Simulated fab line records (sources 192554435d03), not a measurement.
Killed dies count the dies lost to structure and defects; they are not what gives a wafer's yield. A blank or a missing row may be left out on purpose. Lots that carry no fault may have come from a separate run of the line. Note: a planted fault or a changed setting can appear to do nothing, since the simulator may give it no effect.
fab line records | flow n5-finfet
[record] lots = 6 | wafers = 18 | last-day = 16
route steps=1938 shown BEOL_M9@1416
lots untouched by any fault: they come from a run of this same line in which no faults occurred
start-h: the number of hours between the record's first day and the start of the first shown wafer of the lot | wait-h: time in hours since the lot's previous step | " the same as in the row above | L1.1+2: a single row standing in for several wafers | - no value, or no start given | * or withheld: withheld | < > ~ a bound
route shown NAME@n: a module of which the file shows steps, and the number in the route of the first | usual: mean/standard deviation taken from wafers without a fault | same: alike in all rows | chamber/n: place in a boat | sites: each site's reading | _std_site: their standard deviation | _edge_site: the outer-site mean with the inner-site mean subtracted | radius-mm: how far each site lies from the wafer's centre | mask NAME#n: copy n | behind: the most recent tool/chamber to have shaped the wafer | hold: the reason the lot was held/the length of the hold in hours/how it ended | device: whichever transistor did not switch (one of n, p or np) | end of line: tests of these same wafers at the route's end | a step with no rows: only its recipe | killed: count of dies lost to structure and defects at first sort (not the wafer's yield) | map: dies across one wafer; x = killed, . = not, _ = none there
set.NAME: the setting the step ran with; set.NAME@STEP: the setting that earlier step ran with | model.NAME: the simulator's own value behind a step, which no gauge read
lots at selected steps of the route; one table per step, one row per wafer
services: when a tool's chamber went out of use (start-h, in hours from the record's first day, below 0 if earlier), for how many hours, and the reason
[[steps]]
[step N5_BEOL_M9_INSPECT_13]
[recipe] mode = adi | inspect-instrument = brightfield
[usual] raw-defect-count = 432/81
lot.wafer | tool              | chamber | start-h | wait-h | raw-defect-count
L505.1    | defect-inspect-01 | -       | 218.90  | 0.0    | 366
L505.3    | "                 | -       | "       | "      | 443
L505.4    | "                 | -       | "       | "      | 404
L506.3    | defect-inspect-02 | -       | 219.07  | 0.0    | 315
L506.4    | "                 | -       | "       | "      | 515
L506.6    | "                 | -       | "       | "      | 557
L511.1    | defect-inspect-02 | -       | 248.36  | 0.0    | 340
L511.4    | "                 | -       | "       | "      | 462
L511.5    | "                 | -       | "       | "      | 452
L510.2    | defect-inspect-02 | -       | 251.24  | 0.0    | 351
L510.4    | "                 | -       | "       | "      | 385
L510.5    | "                 | -       | "       | "      | 332
L521.3    | defect-inspect-01 | -       | 315.96  | 0.0    | 296
L521.5    | "                 | -       | "       | "      | 359
L521.6    | "                 | -       | "       | "      | 376
L522.2    | defect-inspect-02 | -       | 316.48  | 0.0    | 420
L522.5    | "                 | -       | "       | "      | 494
L522.6    | "                 | -       | "       | "      | 388
[step N5_BEOL_M9_DESCUM_16]
[recipe] chemistry = O2 | time-s = 7.9 | source-power-w = 50 | bias-power-w = 20 | pressure-mtorr = 20 | rf-frequency-hz = 2.712e+07 | temp-c = 40 | resist = CAR-ArF | o2-flow-sccm = 225
[usual] drypump-motor-current-A = 5.7/0.32 | oes-product-au = 0.75/0.072 | rf-vpp-V = 243.0/1.3 | showerhead-plenum-p-Torr = 2.08/0.073 | throttle-valve-pct = 20.52/0.21
lot.wafer | tool        | chamber | start-h | wait-h | drypump-motor-current-A | oes-product-au | rf-hours-counter-h | rf-vpp-V | showerhead-plenum-p-Torr | throttle-valve-pct
L505.1    | rie-diel-03 | 0       | 218.94  | 0.0    | 5.4                     | 0.70           | 209                | 242.2    | 2.05                     | 20.50
L505.3    | "           | 1       | "       | "      | 6.2                     | 0.70           | 202                | 242.4    | 2.00                     | 20.64
L505.4    | "           | 0       | "       | "      | 5.4                     | 0.70           | -                  | 242.6    | 2.05                     | 20.48
L506.3    | rie-diel-05 | 1       | 219.13  | 0.1    | 5.8                     | 0.72           | 173                | 243.3    | 2.07                     | 20.02
L506.4    | "           | 0       | "       | "      | 5.8                     | 0.76           | -                  | 240.4    | 2.01                     | 20.71
L506.6    | "           | 1       | "       | "      | 5.8                     | 0.72           | -                  | 243.8    | 2.07                     | 20.00
L511.1    | rie-diel-06 | 1       | 248.39  | 0.0    | 5.9                     | 0.71           | 192                | 244.0    | 2.18                     | 20.65
L511.4    | "           | 0       | "       | "      | 5.8                     | 0.72           | 172                | 242.0    | 2.08                     | 20.73
L511.5    | "           | 0       | "       | "      | 5.8                     | 0.72           | -                  | 244.0    | 2.08                     | 20.73
L510.2    | rie-diel-03 | 0       | 252.59  | 1.3    | 5.4                     | 0.69           | 223                | 241.7    | 2.05                     | 20.51
L510.4    | "           | 1       | "       | "      | 6.2                     | 0.69           | -                  | 243.9    | 1.99                     | 20.67
L510.5    | "           | 3       | "       | "      | 5.2                     | 0.73           | -                  | 242.1    | 2.06                     | 20.46
L521.3    | rie-diel-03 | 3       | 316.01  | 0.0    | 5.3                     | 0.71           | 224                | 242.8    | 2.06                     | 20.51
L521.5    | "           | 3       | "       | "      | 5.2                     | 0.71           | -                  | 242.3    | 2.06                     | 20.51
L521.6    | "           | 0       | "       | "      | 5.4                     | 0.68           | -                  | 243.3    | 2.04                     | 20.55
L522.2    | rie-diel-06 | 0       | 316.51  | 0.0    | 5.8                     | 0.69           | 191                | 243.8    | 2.08                     | 20.76
L522.5    | "           | 0       | "       | "      | 5.8                     | 0.70           | -                  | 242.8    | 2.08                     | 20.76
L522.6    | "           | 3       | "       | "      | 5.8                     | 0.84           | -                  | 243.6    | 2.12                     | 20.75
[step N5_BEOL_M9_ETCH_61]
[recipe] chemistry = CF4 | target = SiARC | target-depth-a = 390 | mask-material = CAR-ArF | time-s = 65 | ion-energy-ev = 80 | pressure-mtorr = 40 | source-w = 545 | bias-w = 36 | Ar_flow_sccm = 100 | cf4-flow-sccm = 100 | ends = cleared
[usual] drypump-motor-current-A = 5.7/0.32 | etch-rf-on-time-s = 64.2/1.7 | oes-product-au = 0.64/0.057 | rf-vpp-V = 184.0/1.1 | showerhead-plenum-p-Torr = 2.14/0.067 | throttle-valve-pct = 15.74/0.18
lot.wafer | tool        | chamber | start-h | wait-h | drypump-motor-current-A | etch-rf-on-time-s | oes-product-au | rf-hours-counter-h | rf-vpp-V | showerhead-plenum-p-Torr | throttle-valve-pct
L505.1    | rie-diel-03 | 0       | 218.97  | 0.0    | 5.4                     | 65.4              | 0.60           | 209                | 184.0    | 2.12                     | 15.78
L505.3    | "           | 1       | "       | "      | 6.2                     | 62.8              | 0.61           | 202                | 183.0    | 2.05                     | 15.87
L505.4    | "           | 0       | "       | "      | 5.4                     | 65.5              | 0.60           | -                  | 183.0    | 2.12                     | 15.81
L506.3    | rie-diel-05 | 1       | 219.17  | 0.0    | 5.7                     | 65.0              | 0.62           | 173                | 184.1    | 2.13                     | 15.40
L506.4    | "           | 0       | "       | "      | 5.8                     | 61.4              | 0.66           | -                  | 182.1    | 2.07                     | 15.93
L506.6    | "           | 1       | "       | "      | 5.7                     | 65.1              | 0.61           | -                  | 185.2    | 2.13                     | 15.39
L511.1    | rie-diel-06 | 1       | 248.43  | 0.0    | 5.9                     | 66.2              | 0.62           | 192                | 184.2    | 2.22                     | 15.81
L511.4    | "           | 0       | "       | "      | 5.8                     | 64.1              | 0.62           | 172                | 185.5    | 2.14                     | 15.92
L511.5    | "           | 0       | "       | "      | 5.8                     | 64.3              | 0.62           | -                  | 184.5    | 2.14                     | 15.91
L510.2    | rie-diel-03 | 0       | 252.62  | 0.0    | 5.4                     | 64.6              | 0.60           | 223                | 183.8    | 2.12                     | 15.82
L510.4    | "           | 1       | "       | "      | 6.2                     | 62.2              | 0.61           | -                  | 182.0    | 2.04                     | 15.88
L510.5    | "           | 3       | "       | "      | 5.2                     | 62.9              | 0.62           | -                  | 183.0    | 2.14                     | 15.77
L521.3    | rie-diel-03 | 3       | 316.04  | 0.0    | 5.2                     | 63.4              | 0.61           | 224                | 183.6    | 2.13                     | 15.80
L521.5    | "           | 3       | "       | "      | 5.2                     | 63.2              | 0.61           | -                  | 184.7    | 2.13                     | 15.82
L521.6    | "           | 0       | "       | "      | 5.4                     | 64.7              | 0.59           | -                  | 185.3    | 2.11                     | 15.84
L522.2    | rie-diel-06 | 0       | 316.55  | 0.0    | 5.8                     | 64.9              | 0.61           | 191                | 183.6    | 2.14                     | 15.97
L522.5    | "           | 0       | "       | "      | 5.8                     | 64.9              | 0.60           | -                  | 183.9    | 2.14                     | 15.96
L522.6    | "           | 3       | "       | "      | 5.8                     | 64.5              | 0.71           | -                  | 183.5    | 2.16                     | 15.77
[step N5_BEOL_M9_ETCH_62]
[recipe] chemistry = N2/H2 | target = SOC | target-depth-a = 1100 | overetch-a = 220 | mask-material = SiARC | temp-c = 40 | time-s = 165 | ion-energy-ev = 200 | pressure-mtorr = 30 | source-w = 840 | bias-w = 150 | n2-flow-sccm = 200 | h2-flow-sccm = 200
[step N5_BEOL_M9_STRIP_68]
[recipe] chemistry = N2/H2 | temp-c = 40 | n2-flow-sccm = 200 | h2-flow-sccm = 200 | rf-frequency-hz = 6e+07
[step N5_BEOL_M9_STRIP_67]
[recipe] chemistry = CF4 | resist = SiARC | power-w = 300 | bias-power-w = 75 | pressure-mtorr = 50 | cf4-flow-sccm = 150 | rf-frequency-hz = 6e+07
[step N5_BEOL_M9_HM_OPEN_17]
[recipe] chemistry = Cl2/BCl3 | target-depth-a = 200 | overetch-a = 60 | target = TiN | mask-material = SOC | ion-energy-ev = 150 | pressure-mtorr = 10 | icp-w = 1000 | bias-w = 126 | Cl2_flow_sccm = 53.25 | bcl3-flow-sccm = 21.75 | Ar_flow_sccm = 25
[usual] drypump-motor-current-A = 5.45/0.24 | oes_ar_750_au = 0.79/0.095 | oes-product-au = 0.67/0.068 | throttle-valve-pct = 22.35/0.23
lot.wafer | tool         | chamber | start-h | wait-h | drypump-motor-current-A | oes_ar_750_au | oes-product-au | rf-hours-counter-h | throttle-valve-pct
L505.1    | rie-metal-03 | 1       | 219.21  | 0.0    | 5.84                    | 0.92          | 0.78           | 7                  | 22.41
L505.3    | "            | 0       | "       | "      | 5.46                    | 0.81          | 0.68           | -                  | 22.25
L505.4    | "            | 1       | "       | "      | 5.82                    | 0.92          | 0.76           | -                  | 22.42
L506.3    | rie-metal-02 | 1       | 219.44  | 0.1    | 5.07                    | 0.94          | 0.76           | -                  | 22.48
L506.4    | "            | 0       | "       | "      | 5.65                    | 0.71          | 0.63           | -                  | 22.36
L506.6    | "            | 1       | "       | "      | 5.06                    | 0.93          | 0.77           | -                  | 22.50
L511.1    | rie-metal-01 | 1       | 248.67  | 0.0    | 5.32                    | 0.81          | 0.70           | 24                 | 21.90
L511.4    | "            | 1       | "       | "      | 5.37                    | 0.82          | 0.70           | -                  | 21.90
L511.5    | "            | 0       | "       | "      | 5.49                    | 0.66          | 0.57           | -                  | 22.63
L510.2    | rie-metal-02 | 0       | 252.86  | 0.0    | 5.62                    | 0.70          | 0.63           | 48                 | 22.37
L510.4    | "            | 1       | "       | "      | 5.06                    | 0.92          | 0.76           | -                  | 22.50
L510.5    | "            | 1       | "       | "      | 5.06                    | 0.92          | 0.77           | -                  | 22.51
L521.3    | rie-metal-03 | 1       | 316.36  | 0.1    | 5.83                    | 0.87          | 0.73           | -                  | 22.42
L521.5    | "            | 0       | "       | "      | 5.43                    | 0.78          | 0.65           | -                  | 22.27
L521.6    | "            | 1       | "       | "      | 5.83                    | 0.87          | 0.73           | -                  | 22.41
L522.2    | rie-metal-01 | 1       | 316.79  | 0.0    | 5.35                    | 0.80          | 0.68           | 30                 | 21.90
L522.5    | "            | 1       | "       | "      | 5.36                    | 0.80          | 0.68           | -                  | 21.89
L522.6    | "            | 0       | "       | "      | 5.47                    | 0.65          | 0.56           | -                  | 22.65
[step N5_BEOL_M9_STRIP_19]
[recipe] chemistry = O2 | power-w = 400 | temp-c = 40 | pressure-mtorr = 30 | rf-frequency-hz = 6e+07 | bias-power-w = 0 | overash-fraction = 0.2 | o2-flow-sccm = 225
[usual] drypump-motor-current-A = 5.78/0.21 | oes-product-au = 0.77/0.079 | rf-vpp-V = 3.6/0.59 | showerhead-plenum-p-Torr = 2.10/0.068 | throttle-valve-pct = 16.75/0.22
lot.wafer | tool        | chamber | start-h | wait-h | drypump-motor-current-A | oes-product-au | rf-hours-counter-h | rf-vpp-V | showerhead-plenum-p-Torr | throttle-valve-pct
L505.1    | rie-diel-05 | 3       | 219.38  | 0.1    | 6.11                    | 0.89           | 24                 | 4.9      | 2.22                     | 16.69
L505.3    | "           | 1       | "       | "      | 5.74                    | 0.72           | 173                | 3.4      | 2.07                     | 16.36
L505.4    | "           | 0       | "       | "      | 5.84                    | 0.74           | -                  | 3.6      | 2.01                     | 16.96
L506.3    | rie-diel-06 | 2       | 219.58  | 0.1    | 5.51                    | 0.70           | 220                | 3.8      | 2.08                     | 16.71
L506.4    | "           | 3       | "       | "      | 5.78                    | 0.88           | 49                 | 3.8      | 2.14                     | 16.87
L506.6    | "           | 3       | "       | "      | 5.80                    | 0.89           | -                  | 2.5      | 2.14                     | 16.86
L511.1    | rie-diel-06 | 0       | 248.78  | 0.1    | 5.83                    | 0.72           | 172                | 4.3      | 2.09                     | 16.93
L511.4    | "           | 2       | "       | "      | 5.54                    | 0.68           | 229                | 3.6      | 2.08                     | 16.75
L511.5    | "           | 2       | "       | "      | 5.53                    | 0.69           | -                  | 2.9      | 2.08                     | 16.74
L510.2    | rie-diel-06 | 0       | 252.99  | 0.1    | 5.83                    | 0.72           | 174                | 4.4      | 2.09                     | 16.94
L510.4    | "           | 1       | "       | "      | 5.92                    | 0.72           | 193                | 4.3      | 2.19                     | 16.90
L510.5    | "           | 3       | "       | "      | 5.77                    | 0.87           | -                  | 3.2      | 2.14                     | 16.87
L521.3    | rie-diel-06 | 1       | 316.47  | 0.1    | 5.91                    | 0.71           | 213                | 3.6      | 2.18                     | 16.92
L521.5    | "           | 1       | "       | "      | 5.93                    | 0.70           | -                  | 4.1      | 2.18                     | 16.93
L521.6    | "           | 0       | "       | "      | 5.82                    | 0.70           | -                  | 2.3      | 2.08                     | 16.96
L522.2    | rie-diel-03 | 2       | 316.90  | 0.1    | 5.54                    | 0.85           | 37                 | 3.5      | 2.24                     | 16.61
L522.5    | "           | 0       | "       | "      | 5.39                    | 0.69           | -                  | 3.2      | 2.05                     | 16.78
L522.6    | "           | 1       | "       | "      | 6.22                    | 0.68           | -                  | 4.4      | 1.99                     | 16.97
[step N5_BEOL_M9_CD_MEAS_18]
[recipe] pitch-nm = 140 | target-cd-nm = 70
[usual] cd-nm = 70.0/0.71
lot.wafer | tool      | chamber | start-h | wait-h | cd-nm
L505.1    | cd-sem-02 | -       | 219.45  | 0.0    | 68.9
L505.3    | "         | -       | "       | "      | 71.1
L505.4    | "         | -       | "       | "      | 69.3
L506.3    | cd-sem-01 | -       | 219.65  | 0.1    | 70.1
L506.4    | "         | -       | "       | "      | 71.1
L506.6    | "         | -       | "       | "      | 70.3
L511.1    | cd-sem-02 | -       | 248.85  | 0.0    | 69.3
L511.4    | "         | -       | "       | "      | 68.9
L511.5    | "         | -       | "       | "      | 70.0
L510.2    | cd-sem-03 | -       | 253.07  | 0.1    | 69.0
L510.4    | "         | -       | "       | "      | 70.2
L510.5    | "         | -       | "       | "      | 69.1
L521.3    | cd-sem-03 | -       | 316.55  | 0.1    | 71.1
L521.5    | "         | -       | "       | "      | 70.7
L521.6    | "         | -       | "       | "      | 70.8
L522.2    | cd-sem-01 | -       | 316.97  | 0.1    | 69.6
L522.5    | "         | -       | "       | "      | 69.5
L522.6    | "         | -       | "       | "      | 70.5
[step N5_BEOL_M9_COAT_63]
[recipe] resist = SOC | temp-c = 250 | time-s = 60 | spin-rpm = 1500 | resist-thk-nm = 60
[step N5_BEOL_M9_COAT_64]
[recipe] resist = SiARC | temp-c = 220 | time-s = 60 | spin-rpm = 1500 | resist-thk-nm = 12
[step N5_BEOL_M9_COAT_75]
[recipe] resist = underlayer | temp-c = 205 | time-s = 60 | spin-rpm = 1500 | resist-thk-nm = 5
[step N5_BEOL_M9_COAT_22]
[recipe] resist = CAR-EUV | spin-rpm = 1500 | resist-thk-nm = 30
[usual] spin-speed-rpm = 1500.0/1.1
lot.wafer | tool           | chamber | start-h | wait-h | spin-speed-rpm | model.CAR-EUV_of_BEOL_M9_COAT_22.thk-nm
L505.1    | litho-track-01 | 0       | 219.50  | -      | 1501.7         | 30
L505.3    | "              | 0       | "       | "      | 1500.3         | 30
L505.4    | "              | 0       | "       | "      | 1500.0         | 30
L506.3    | litho-track-05 | 0       | 221.62  | -      | 1499.4         | 30
L506.4    | "              | 0       | "       | "      | 1499.3         | 30
L506.6    | "              | 0       | "       | "      | 1500.7         | 30
L511.1    | litho-track-05 | 0       | 249.62  | -      | 1373.2         | 31.4
L511.4    | "              | 0       | "       | "      | 1376.4         | 31.2
L511.5    | "              | 0       | "       | "      | 1375.1         | 31.4
L510.2    | litho-track-05 | 0       | 256.49  | -      | 1374.8         | 31.4
L510.4    | "              | 0       | "       | "      | 1376.0         | 31.4
L510.5    | "              | 0       | "       | "      | 1373.5         | 31.4
L521.3    | litho-track-01 | 0       | 316.66  | -      | 1500.2         | 30.2
L521.5    | "              | 0       | "       | "      | 1499.6         | 30
L521.6    | "              | 0       | "       | "      | 1500.8         | 30.2
L522.2    | litho-track-01 | 0       | 317.34  | -      | 1501.7         | 30
L522.5    | "              | 0       | "       | "      | 1502.2         | 30.2
L522.6    | "              | 0       | "       | "      | 1500.0         | 30
[step N5_BEOL_M9_EBR_24]
[recipe] solvent = PGMEA | ebr-width-mm = 1.5
[step N5_BEOL_M9_SOFTBAKE_23]
[recipe] temp-c = 110 | time-s = 60 | resist = CAR-EUV
[step N5_BEOL_M9_EXPOSE_25]
[recipe] mask-id = V8 | na = 0.33 | source-shape = annular | sigma-inner = 0.4 | sigma-outer = 0.8 | polarization = unpolarized | dose-mj = 37.25
[step N5_BEOL_M9_PEB_26]
[recipe] peb-temp-c = 100 | peb-time-s = 60 | resist = CAR-EUV
[step N5_BEOL_M9_DEVELOP_27]
[recipe] develop-time-s = 30 | developer = TMAH | resist = CAR-EUV | rinse-liquid = surfactant-rinse | dry = air-spin | dev-temp-c = 23
[step N5_BEOL_M9_CD_MEAS_28]
[recipe] target-cd-nm = 70 | landing-energy-ev = 500 | detector = se-inlens | polarity = opening
[usual] cd-nm = 70.10/0.22
lot.wafer | tool      | chamber | start-h | wait-h | cd-nm
L505.1    | cd-sem-03 | 0       | 219.83  | -      | 70.06
L505.3    | "         | 0       | "       | "      | 70.35
L505.4    | "         | 0       | "       | "      | 69.81
L506.3    | cd-sem-02 | 0       | 221.92  | -      | 69.99
L506.4    | "         | 0       | "       | "      | 70.07
L506.6    | "         | 0       | "       | "      | 69.88
L511.1    | cd-sem-02 | 0       | 250.76  | -      | 70.02
L511.4    | "         | 0       | "       | "      | 69.81
L511.5    | "         | 0       | "       | "      | 69.98
L510.2    | cd-sem-01 | 0       | 256.87  | -      | 70.06
L510.4    | "         | 0       | "       | "      | 70.32
L510.5    | "         | 0       | "       | "      | 70.42
L521.3    | cd-sem-02 | 0       | 317.04  | -      | 70.08
L521.5    | "         | 0       | "       | "      | 69.65
L521.6    | "         | 0       | "       | "      | 69.79
L522.2    | cd-sem-03 | 0       | 317.73  | -      | 70.24
L522.5    | "         | 0       | "       | "      | 70.20
L522.6    | "         | 0       | "       | "      | 70.24
[step N5_BEOL_M9_OVL_MEAS_29]
[recipe] points-per-wafer = 522
[usual] V8_OVL = -0.2/0.69
[same] points-per-wafer = 522
lot.wafer | tool       | chamber | start-h | wait-h | V8_OVL[nm]
L505.1    | overlay-02 | 0       | 219.87  | 0.0    | -0.1
L505.3    | "          | 0       | "       | "      | 0.9
L505.4    | "          | 0       | "       | "      | 0.7
L506.3    | overlay-01 | 0       | 221.96  | 0.0    | 0.0
L506.4    | "          | 0       | "       | "      | -0.2
L506.6    | "          | 0       | "       | "      | -0.2
L511.1    | overlay-02 | 0       | 250.79  | 0.0    | -0.8
L511.4    | "          | 0       | "       | "      | -1.1
L511.5    | "          | 0       | "       | "      | -1.3
L510.2    | overlay-01 | 0       | 256.91  | 0.0    | -0.6
L510.4    | "          | 0       | "       | "      | -0.1
L510.5    | "          | 0       | "       | "      | -0.4
L521.3    | overlay-01 | 0       | 317.08  | 0.0    | 0.3
L521.5    | "          | 0       | "       | "      | 0.4
L521.6    | "          | 0       | "       | "      | -0.5
L522.2    | overlay-02 | 0       | 317.76  | 0.0    | 1.5
L522.5    | "          | 0       | "       | "      | 1.5
L522.6    | "          | 0       | "       | "      | 0.6
[step N5_BEOL_M9_INSPECT_30]
[recipe] mode = adi | inspect-instrument = brightfield
[usual] raw-defect-count = 434/77
lot.wafer | tool              | chamber | start-h | wait-h | raw-defect-count
L505.1    | defect-inspect-02 | -       | 219.92  | 0.1    | 352
L505.3    | "                 | -       | "       | "      | 420
L505.4    | "                 | -       | "       | "      | 394
L506.3    | defect-inspect-01 | -       | 222.00  | 0.0    | 352
L506.4    | "                 | -       | "       | "      | 537
L506.6    | "                 | -       | "       | "      | 587
L511.1    | defect-inspect-01 | -       | 250.84  | 0.1    | 372
L511.4    | "                 | -       | "       | "      | 488
L511.5    | "                 | -       | "       | "      | 481
L510.2    | defect-inspect-02 | -       | 256.96  | 0.0    | 387
L510.4    | "                 | -       | "       | "      | 382
L510.5    | "                 | -       | "       | "      | 339
L521.3    | defect-inspect-01 | -       | 317.13  | 0.0    | 309
L521.5    | "                 | -       | "       | "      | 369
L521.6    | "                 | -       | "       | "      | 375
L522.2    | defect-inspect-01 | -       | 317.82  | 0.0    | 435
L522.5    | "                 | -       | "       | "      | 528
L522.6    | "                 | -       | "       | "      | 410
[step N5_BEOL_M9_DESCUM_33]
[recipe] chemistry = O2 | time-s = 7 | source-power-w = 50 | bias-power-w = 20 | pressure-mtorr = 20 | rf-frequency-hz = 2.712e+07 | temp-c = 40 | resist = CAR-EUV | o2-flow-sccm = 225
[step N5_BEOL_M9_ETCH_76]
[recipe] chemistry = N2/H2 | target = underlayer | target-depth-a = 65 | mask-material = CAR-EUV | time-s = 5.2 | ion-energy-ev = 200 | pressure-mtorr = 30 | source-w = 840 | bias-w = 150 | n2-flow-sccm = 200 | h2-flow-sccm = 200 | ends = cleared
[step N5_BEOL_M9_ETCH_65]
[recipe] chemistry = CF4 | target = SiARC | target-depth-a = 156 | mask-material = CAR-EUV | time-s = 26 | ion-energy-ev = 80 | pressure-mtorr = 40 | source-w = 545 | bias-w = 36 | Ar_flow_sccm = 100 | cf4-flow-sccm = 100 | ends = cleared
[usual] drypump-motor-current-A = 5.7/0.3 | etch-rf-on-time-s = 25.8/0.67 | oes-product-au = 0.64/0.059 | rf-vpp-V = 183.9/1.1 | showerhead-plenum-p-Torr = 2.14/0.065 | throttle-valve-pct = 15.74/0.18
lot.wafer | tool        | chamber | start-h | wait-h | drypump-motor-current-A | etch-rf-on-time-s | oes-product-au | rf-hours-counter-h | rf-vpp-V | showerhead-plenum-p-Torr | throttle-valve-pct | model.CAR-EUV_of_BEOL_M9_COAT_22.thk-nm
L505.1    | rie-diel-06 | 2       | 220.01  | 0.0    | 5.5                     | 27.0              | 0.58           | 220                | 182.8    | 2.12                     | 15.60              | 11.2
L505.3    | "           | 3       | "       | "      | 5.8                     | 25.8              | 0.75           | 49                 | 184.0    | 2.17                     | 15.70              | 11
L505.4    | "           | 1       | "       | "      | 5.9                     | 26.8              | 0.62           | 183                | 184.3    | 2.22                     | 15.79              | 11.2
L506.3    | rie-diel-06 | 3       | 222.26  | 0.0    | 5.8                     | 25.5              | 0.76           | 49                 | 184.3    | 2.17                     | 15.70              | 11.2
L506.4    | "           | 1       | "       | "      | 5.9                     | 26.6              | 0.62           | 183                | 186.2    | 2.22                     | 15.78              | 11.2
L506.6    | "           | 2       | "       | "      | 5.5                     | 26.7              | 0.59           | -                  | 183.8    | 2.12                     | 15.59              | 11.2
L511.1    | rie-diel-03 | 1       | 252.17  | 0.0    | 6.2                     | 25.4              | 0.60           | 216                | 182.3    | 2.04                     | 15.88              | 12.4
L511.4    | "           | 3       | "       | "      | 5.3                     | 25.4              | 0.63           | -                  | 183.3    | 2.14                     | 15.76              | 12.4
L511.5    | "           | 0       | "       | "      | 5.4                     | 26.1              | 0.60           | -                  | 183.8    | 2.12                     | 15.84              | 12.4
L510.2    | rie-diel-03 | 3       | 257.05  | 0.0    | 5.3                     | 25.1              | 0.62           | 206                | 184.9    | 2.14                     | 15.77              | 12.4
L510.4    | "           | 1       | "       | "      | 6.2                     | 25.1              | 0.60           | 218                | 183.4    | 2.04                     | 15.90              | 12.4
L510.5    | "           | 0       | "       | "      | 5.4                     | 25.8              | 0.60           | -                  | 184.5    | 2.12                     | 15.81              | 12.6
L521.3    | rie-diel-03 | 2       | 317.22  | 0.0    | 5.5                     | 25.6              | 0.73           | 37                 | 186.3    | 2.27                     | 15.47              | 11.2
L521.5    | "           | 3       | "       | "      | 5.2                     | 25.4              | 0.62           | -                  | 184.0    | 2.13                     | 15.81              | 11.2
L521.6    | "           | 2       | "       | "      | 5.5                     | 25.6              | 0.74           | -                  | 185.7    | 2.27                     | 15.49              | 11.2
L522.2    | rie-diel-05 | 0       | 317.93  | 0.0    | 5.8                     | 24.8              | 0.63           | 191                | 185.4    | 2.06                     | 16.03              | 11
L522.5    | "           | 0       | "       | "      | 5.8                     | 24.7              | 0.64           | -                  | 181.9    | 2.06                     | 16.01              | 11
L522.6    | "           | 1       | "       | "      | 5.7                     | 25.9              | 0.60           | -                  | 182.7    | 2.12                     | 15.46              | 11.2
[step N5_BEOL_M9_ETCH_66]
[recipe] chemistry = N2/H2 | target = SOC | target-depth-a = 800 | overetch-a = 160 | mask-material = SiARC | temp-c = 40 | time-s = 120 | ion-energy-ev = 200 | pressure-mtorr = 30 | source-w = 840 | bias-w = 150 | n2-flow-sccm = 200 | h2-flow-sccm = 200
[usual] drypump-motor-current-A = 5.7/0.3 | h2-flow-sccm = 200.0/0.63 | oes-product-au = 0.57/0.051 | rf-vpp-V = 523.6/2.4 | showerhead-plenum-p-Torr = 2.54/0.085 | throttle-valve-pct = 17.95/0.19
lot.wafer | tool        | chamber | start-h | wait-h | drypump-motor-current-A | h2-flow-sccm | oes-product-au | rf-hours-counter-h | rf-vpp-V | showerhead-plenum-p-Torr | throttle-valve-pct
L505.1    | rie-diel-06 | 2       | 220.04  | 0.0    | 5.5                     | 199.3        | 0.53           | 220                | 523.0    | 2.53                     | 17.89
L505.3    | "           | 3       | "       | "      | 5.8                     | 200.9        | 0.68           | 49                 | 525.0    | 2.59                     | 18.00
L505.4    | "           | 1       | "       | "      | 5.9                     | 200.7        | 0.56           | 183                | 526.2    | 2.64                     | 17.97
L506.3    | rie-diel-06 | 3       | 222.29  | 0.0    | 5.8                     | 200.5        | 0.67           | 49                 | 523.6    | 2.59                     | 17.99
L506.4    | "           | 1       | "       | "      | 5.9                     | 200.9        | 0.57           | 183                | 526.3    | 2.64                     | 17.96
L506.6    | "           | 2       | "       | "      | 5.5                     | 200.3        | 0.53           | -                  | 524.5    | 2.53                     | 17.90
L511.1    | rie-diel-03 | 1       | 252.20  | 0.0    | 6.2                     | 200.4        | 0.53           | 216                | 519.0    | 2.42                     | 18.08
L511.4    | "           | 3       | "       | "      | 5.2                     | 200.5        | 0.55           | -                  | 523.6    | 2.52                     | 18.04
L511.5    | "           | 0       | "       | "      | 5.4                     | 199.7        | 0.53           | -                  | 524.0    | 2.52                     | 18.16
L510.2    | rie-diel-03 | 3       | 257.08  | 0.0    | 5.3                     | 200.8        | 0.55           | 206                | 522.6    | 2.52                     | 18.06
L510.4    | "           | 1       | "       | "      | 6.2                     | 200.4        | 0.53           | 218                | 519.6    | 2.41                     | 18.09
L510.5    | "           | 0       | "       | "      | 5.4                     | 199.5        | 0.54           | -                  | 522.9    | 2.52                     | 18.14
L521.3    | rie-diel-03 | 2       | 317.24  | 0.0    | 5.5                     | 200.3        | 0.66           | 37                 | 527.9    | 2.70                     | 17.65
L521.5    | "           | 3       | "       | "      | 5.3                     | 199.0        | 0.54           | -                  | 521.8    | 2.51                     | 18.08
L521.6    | "           | 2       | "       | "      | 5.5                     | 200.1        | 0.65           | -                  | 527.9    | 2.70                     | 17.66
L522.2    | rie-diel-05 | 0       | 317.97  | 0.0    | 5.9                     | 199.4        | 0.55           | 191                | 521.5    | 2.42                     | 18.01
L522.5    | "           | 0       | "       | "      | 5.9                     | 200.7        | 0.56           | -                  | 519.6    | 2.42                     | 17.99
L522.6    | "           | 1       | "       | "      | 5.7                     | 200.9        | 0.54           | -                  | 523.0    | 2.51                     | 17.57
[[services]]
tool           | chamber | start-h | hours | kind
rie-diel-03    | 2       | 214.25  | 38.8  | repair
litho-track-01 | -       | 252.96  | -     | consumable-replace:filter
rie-diel-06    | 0       | 270.40  | 9.1   | repair
rie-diel-05    | 2       | 270.47  | 12.0  | repair
rie-metal-03   | -       | 272.56  | 2.8   | pm
rie-diel-05    | 3       | 312.55  | 6.6   | repair
rie-diel-06    | 2       | 316.25  | -     | clean
rie-diel-06    | 2       | 316.25  | -     | consumable-replace:focus-ring
rie-diel-06    | 2       | 316.25  | 14.1  | scheduled-down
rie-diel-06    | 2       | 316.25  | 14.1  | vent-cycle
rie-diel-05    | 2       | 317.23  | 1.2   | repair
[[key]]
[first-sign] step = N5_BEOL_M9_COAT_22 | reading = spin-speed-rpm | direction = down | sigmas = 99+ | usual = * | struck = *
effect none on later readings
[model-effect] step = N5_BEOL_M9_COAT_22 | value = CAR-EUV_of_BEOL_M9_COAT_22.thk-nm | without = 30 | struck = 31.37
[model-effect] step = N5_BEOL_M9_ETCH_65 | value = CAR-EUV_of_BEOL_M9_COAT_22.thk-nm | without = 11.07 | struck = 12.43
met-at N5_BEOL_M9_COAT_22
struck-wafers L510.2,L510.4,L510.5,L511.1,L511.4,L511.5
onset-between 221.62 249.62
[fault] kind = process-parameter-drift | tool = litho-track-05 | chamber = - | onset-h = 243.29 | steps = N5_BEOL_M9_COAT_22 | channel = spin-rpm | offset = * | shape = step | end-h = 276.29 | acts-in = * | stated = *
